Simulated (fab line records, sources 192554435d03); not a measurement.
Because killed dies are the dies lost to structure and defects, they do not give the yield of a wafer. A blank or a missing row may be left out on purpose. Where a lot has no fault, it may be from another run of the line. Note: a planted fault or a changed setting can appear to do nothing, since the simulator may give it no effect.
Chamber matching | flow n5-finfet | N5_FIN_SAQP_MANDREL1_REMOVE_56 on rie-si-06 has 4 sister chambers
The step chemistry HBr/Cl2/O2, target a-Si, stops on SiNx, bt time 10 s. 14 wafers are shown with their chamber, then 7 later ones without.

== WAFERS WITH THEIR CHAMBER ==
wafer  | chamber | throttle-valve-pct (%) | drypump-motor-current-A (A) | oes-product-au (a.u.)
L074.2 | 2       | 36.3                   | 6.4                         | 0.996
L074.3 | 1       | 36.8                   | 6.4                         | 0.985
L074.6 | 3       | 36.1                   | 6.1                         | 1.014
L077.3 | 2       | 36.3                   | 6.4                         | 0.991
L077.5 | 3       | 36.1                   | 6.0                         | 1.011
L077.6 | 2       | 36.3                   | 6.4                         | 0.997
L085.2 | 2       | 36.3                   | 6.4                         | 0.994
L085.3 | 0       | 36.9                   | 6.5                         | 0.999
L085.6 | 3       | 36.1                   | 6.0                         | 1.019
L086.2 | 3       | 36.1                   | 6.1                         | 1.012
L086.3 | 0       | 36.9                   | 6.5                         | 0.990
L086.4 | 1       | 36.7                   | 6.4                         | 0.975
L087.1 | 3       | 36.1                   | 6.0                         | 1.021
L087.2 | 1       | 36.8                   | 6.4                         | 0.996

SIGNATURES, as means of the wafers listed above
reading                 | chamber 0 | chamber 1 | chamber 2 | chamber 3 | scatter within a chamber
throttle-valve-pct      | 36.900    | 36.767    | 36.300    | 36.100    | 0.0258
drypump-motor-current-A | 6.500     | 6.400     | 6.400     | 6.040     | 0.0346
oes-product-au          | 0.99450   | 0.98533   | 0.99450   | 1.01540   | 0.00599
Rule: a wafer lies at a distance from a chamber equal to the root of the sum of squares, over the readings, of (its reading less the chamber's mean, divided by the reading's scatter). The wafer belongs to the nearest chamber; if the next one is less than 2 further off, it can't be placed. How the scatter is found: for the shown wafers, subtract from each reading the mean of its chamber, square and add these, divide the total by (wafers less chambers), then take the root.

== WAFERS MISSING THEIR CHAMBER ==
wafer  | throttle-valve-pct (%) | drypump-motor-current-A (A) | oes-product-au (a.u.)
L087.6 | 36.1                   | 6.0                         | 1.024
L092.4 | 36.9                   | 6.5                         | 0.998
L092.5 | 36.2                   | 6.0                         | 1.022
L092.6 | 36.3                   | 6.3                         | 0.996
L093.1 | 36.1                   | 6.0                         | 1.013
L093.2 | 36.9                   | 6.5                         | 1.003
L093.4 | 36.8                   | 6.4                         | 0.984

== WHICH CHAMBER EACH ONE RAN IN ==
wafer  | from the rows above | in truth
L087.6 | 3                   | 3
L092.4 | 0                   | 0
L092.5 | 3                   | 3
L092.6 | 2                   | 2
L093.1 | 3                   | 3
L093.2 | 0                   | 0
L093.4 | 1                   | 1
7 of 7 placed correctly. Can't be placed from these rows: 0. 0 placed wrongly.
